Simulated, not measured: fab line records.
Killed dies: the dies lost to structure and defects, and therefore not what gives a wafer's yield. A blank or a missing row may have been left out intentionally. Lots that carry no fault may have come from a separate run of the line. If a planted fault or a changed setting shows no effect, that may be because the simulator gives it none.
Matching of chambers -- flow n5Finfet -- rieDiel-03 running N5_PASSIVATION_ETCH_54: 4 sister chambers
The step etches SiO2 in CHF3/O2, target depth 880 nm, time 440 s. 14 wafers are shown with their chamber, then 7 later ones without.

## WAFERS, EACH WITH ITS CHAMBER
wafer,chamber,drypumpMotorCurrentA (A),throttleValvePct (%),rfVppV (V)
L700.2,3,6.1,18.92,516
L700.3,0,6.4,18.54,532
L700.5,3,6.1,18.92,516
L701.2,0,6.4,18.56,533
L701.4,2,5.8,18.99,525
L701.6,3,6.1,18.91,517
L703.2,3,6.2,18.93,517
L703.4,1,6.7,18.57,528
L703.6,2,5.8,18.98,524
L702.1,1,6.7,18.59,528
L702.2,3,6.1,18.94,517
L702.5,0,6.4,18.57,532
L705.1,1,6.7,18.59,528
L705.2,0,6.4,18.57,532

SIGNATURES, as means of the wafers listed above
reading,chamber 0,chamber 1,chamber 2,chamber 3,scatter within a chamber
drypumpMotorCurrentA,6.400,6.700,5.800,6.120,0.0283
throttleValvePct,18.5600,18.5833,18.9850,18.9240,0.012
rfVppV,532.25,528.00,524.50,516.60,0.495
Rule: a wafer's distance from a chamber is the root of the sum, over the readings, of the square of ((its reading less the chamber's mean) divided by the reading's scatter). The wafer belongs to the nearest chamber; if the next one is less than 2 further off, it can't be placed. The scatter: take each reading less its chamber's mean, square it, sum over the shown wafers, divide by the number of wafers less the number of chambers, and take the root.

## WAFERS WITHOUT THEIR CHAMBER
wafer,drypumpMotorCurrentA (A),throttleValvePct (%),rfVppV (V)
L705.4,5.8,19.01,524
L716.1,5.8,19.05,524
L716.3,6.4,18.61,531
L716.6,6.1,18.98,517
L723.2,6.4,18.64,533
L723.3,5.8,19.09,524
L723.5,5.8,19.07,524

## EACH ONE'S CHAMBER
wafer,from the rows above,in truth
L705.4,2,2
L716.1,2,2
L716.3,0,0
L716.6,3,3
L723.2,0,0
L723.3,2,2
L723.5,2,2
Correctly placed: 7 of 7. Not placeable from these rows: 0. Wrongly placed: 0.
